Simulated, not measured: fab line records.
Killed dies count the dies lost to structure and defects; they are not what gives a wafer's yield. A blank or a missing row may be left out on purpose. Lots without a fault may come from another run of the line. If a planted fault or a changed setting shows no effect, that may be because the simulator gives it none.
Split-lot trial ; flow n5-finfet ; route with 1938 steps; 7 lots, 21 wafers read

## ON THE SPLIT
At N5_GATE_CUT_COAT_27 (time 60 s, resist thk 10 nm), the setting spin-rpm was moved away from the recipe's 1500 rpm on 5 of the 21 wafers read, by -6.8% to +3.6%. For the rest of the wafers, this setting stayed at what the recipe calls for.

## FROM THE SPLIT TO THE READING: what the file shows between them, 3 steps
- N5_GATE_CUT_COAT_07: resist thk 30 nm
- N5_GATE_CUT_EBR_09
- N5_GATE_CUT_DESCUM_18: chemistry O2, time 7 s

## THE READING
CAR-EUV_of_GATE_CUT_COAT_07.thk-nm (the simulator's own value, which no gauge read), in nm, at N5_GATE_CUT_ETCH_28 (etches underlayer in N2/H2, target depth 13 nm, time 10.4 s). The file does not state a usual value for it. Average 14.6 nm, standard deviation 0.1 nm, over the 16 wafers here run with the recipe.

wafer;tool, chamber at the split;spin-rpm as run, rpm;against the recipe;CAR-EUV_of_GATE_CUT_COAT_07.thk-nm, nm;against lot-mates on the recipe
L074.2;litho-track-05, 0;1398;-6.8%;14.2;-0.4
L074.4;litho-track-05, 0;1398;-6.8%;14.2;-0.4
L074.6;litho-track-05, 0;1500;recipe;14.6;-
L084.3;litho-track-03, 0;1500;recipe;14.6;-
L084.4;litho-track-03, 0;1500;recipe;14.6;-
L084.5;litho-track-03, 0;1500;recipe;14.6;-
L085.1;litho-track-03, 0;1548;+3.2%;14.8;+0.4
L085.3;litho-track-03, 0;1500;recipe;14.4;-
L085.4;litho-track-03, 0;1500;recipe;14.4;-
L086.2;litho-track-04, 0;1500;recipe;14.6;-
L086.5;litho-track-04, 0;1500;recipe;14.6;-
L086.6;litho-track-04, 0;1500;recipe;14.8;-
L089.2;litho-track-04, 0;1500;recipe;14.6;-
L089.5;litho-track-04, 0;1500;recipe;14.6;-
L089.6;litho-track-04, 0;1500;recipe;14.6;-
L090.1;litho-track-03, 0;1554;+3.6%;14.8;+0.2
L090.2;litho-track-03, 0;1500;recipe;14.6;-
L090.6;litho-track-03, 0;1554;+3.6%;14.8;+0.2
L093.1;litho-track-05, 0;1500;recipe;14.8;-
L093.2;litho-track-05, 0;1500;recipe;14.6;-
L093.5;litho-track-05, 0;1500;recipe;14.6;-

FIT RESULTS
A straight line over all 21 wafers: CAR-EUV_of_GATE_CUT_COAT_07.thk-nm changes by +0.0584 nm for each +1% of spin-rpm; r = +0.86; the points scatter about the line by 0.092 nm.
The same after taking each lot's own level away (the mean of its wafers on the recipe; 21 wafers): +0.0637 nm for each +1%; r = +0.92; scatter 0.07 nm.
Per that fit: largest spin-rpm move, reading shift of 0.43 nm.
From 14.40 to 14.67 nm: that is the span of the lots' own levels, equal to 2.7 times the standard deviation above.
The two slopes agree, so the slope changes little with the lot-to-lot level.
Check: with one of the wafers moved furthest among these (-6.8%) left out of the fit, the line predicts -0.438 nm for it against its lot-mates. It came out at -0.4 nm against them.

## THESE WAFERS: OTHER SPLITS
Note: prior to the reading, these wafers also went through further splits. Each is held against what the fit with the lots' levels taken away leaves over:
other split on the same wafers;wafers away from the commonest value;r with CAR-EUV_of_GATE_CUT_COAT_07.thk-nm (lot level and that fit taken away)
N5_HKMG_FIN_ETCH_32 source-w;7;-0.03

## THE WHOLE CHAIN: every reading that the file lists as answering this split, in the file's order
step;what it does;reading;change (the file's fit);r (the file's)
N5_GATE_CUT_COAT_27;time 60 s, resist thk 10 nm;underlayer_of_GATE_CUT_COAT_27.thk-nm (the simulator's own value, which no gauge read);-0.0588 nm for each +1% of the setting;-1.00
N5_GATE_CUT_ETCH_28;etches underlayer in N2/H2, target depth 13 nm, time 10.4 s;etch.depth-nm (the simulator's own value, which no gauge read);-0.0537 nm for each +1% of the setting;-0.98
N5_GATE_CUT_ETCH_28;etches underlayer in N2/H2, target depth 13 nm, time 10.4 s;CAR-EUV_of_GATE_CUT_COAT_07.thk-nm (the simulator's own value, which no gauge read);+0.068 nm for each +1% of the setting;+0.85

## THE FILE'S OWN FIT
CAR-EUV_of_GATE_CUT_COAT_07.thk-nm changes by +0.068 nm for each +1% of spin-rpm, r = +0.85.
